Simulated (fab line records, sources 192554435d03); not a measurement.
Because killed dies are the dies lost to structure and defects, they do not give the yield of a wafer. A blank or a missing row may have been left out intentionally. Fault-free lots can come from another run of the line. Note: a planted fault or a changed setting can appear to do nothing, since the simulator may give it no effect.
One fault through the eyes of 2 desks    flow n5_finfet    numbers are kept per desk, each desk with only its own; the story behind them comes last

== FROM THE METROLOGY DESK ==
Lot by lot, what the gauges showed, no matter which tool ran the lot: averages of those sampled wafers that carry a number. A lot is out of limits, marked OUT, if its mean lies more than 4 standard deviations from the usual mean; the brackets give that distance. Readings shown: 7 of its 10, picked as those furthest out on some lot.
Columns: A = DIBL_N at N5_BEOL_M4_RC_MEAS_101, usual 36.0 mV/V; B = DIBL_P at N5_BEOL_M4_RC_MEAS_101, usual 36.1 mV/V; C = IOFF_N at N5_BEOL_M4_RC_MEAS_101, usual 0.153 nA/um; D = IOFF_P at N5_BEOL_M4_RC_MEAS_101, usual 0.211 nA/um; E = ION_P at N5_BEOL_M4_RC_MEAS_101, usual 463 uA/um; F = SS_N at N5_BEOL_M4_RC_MEAS_101, usual 71.5 mV/dec; G = SS_P at N5_BEOL_M4_RC_MEAS_101, usual 73.3 mV/dec
lot   first seen here  A     B     C      D      E    F     G
L193  day 9 21:12      39.0  38.4  0.186  0.237  470  71.4  74.2
L195  day 10 14:56     34.8  35.7  0.145  0.204  461  71.6  73.4
L196  day 10 23:22     37.5  38.2  0.185  0.245  467  71.9  73.2
L200  day 12 08:43     36.7  37.0  0.176  0.234  466  72.0  73.4
L203  day 12 17:44     37.1  36.2  0.144  0.197  462  71.4  73.1
L208  day 13 11:46     36.3  37.3  0.150  0.207  465  71.9  73.4
L207  day 13 13:52     35.7  34.9  0.143  0.208  467  71.4  73.0
L210  day 13 19:11     35.7  34.8  0.144  0.197  459  71.2  72.5
L211  day 14 15:33     34.3  35.9  0.141  0.197  463  71.5  73.3
L209  day 15 11:11     34.2  35.2  0.138  0.186  454  70.5  73.3
This desk found nothing out of limits on any of the 10 lots.

== AT THE TOOL OWNER'S DESK: litho_track-01 ==
The tool's own readings at N5_FIN_SAQP_COAT_68 (time 60 s, resist thk 100 nm): means of the sampled wafers that have a number, for each lot that ran on this tool. A lot is out of limits, marked OUT, if its mean lies more than 4 standard deviations from the usual mean; the brackets give that distance.
Columns: A = heater_power_total_W at N5_FIN_SAQP_COAT_68, usual 500.2 W; B = plate_temp_C at N5_FIN_SAQP_COAT_68, usual 250.00 C
lot   first seen here  A                 B
L193  day 3 07:31      500.9             250.00
L195  day 3 19:17      500.3             250.13
L196  day 4 01:02      500.7             249.84
L200  day 5 02:56      492.4 (-4.4) OUT  246.24 (-22) OUT
L203  day 5 20:04      492.7 (-4.2) OUT  246.48 (-21) OUT
This desk's verdict: out of limits on L200, L203, starting with L200 at day 5 02:56 (heater_power_total_W at N5_FIN_SAQP_COAT_68). In limits: L193, L195, L196.

== BROUGHT TOGETHER ==
The tool owner's desk had the chance to raise an alarm at day 5 02:56 on L200, L203.
Nothing out of limits was seen by the metrology desk.
The metrology desk has L200, L203 on record, within its limits.
The lots listed all ran N5_FIN_SAQP_COAT_68 on litho_track-01.

== WHAT HAD BEEN PUT IN BY THE SIMULATOR ==
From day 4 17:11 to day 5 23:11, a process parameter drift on litho_track-01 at N5_FIN_SAQP_COAT_68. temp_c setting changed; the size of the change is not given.
Struck lots among those shown: L200, L203.
Each desk's first reading out of limits, in hours after the fault started: the tool owner's desk, 10.
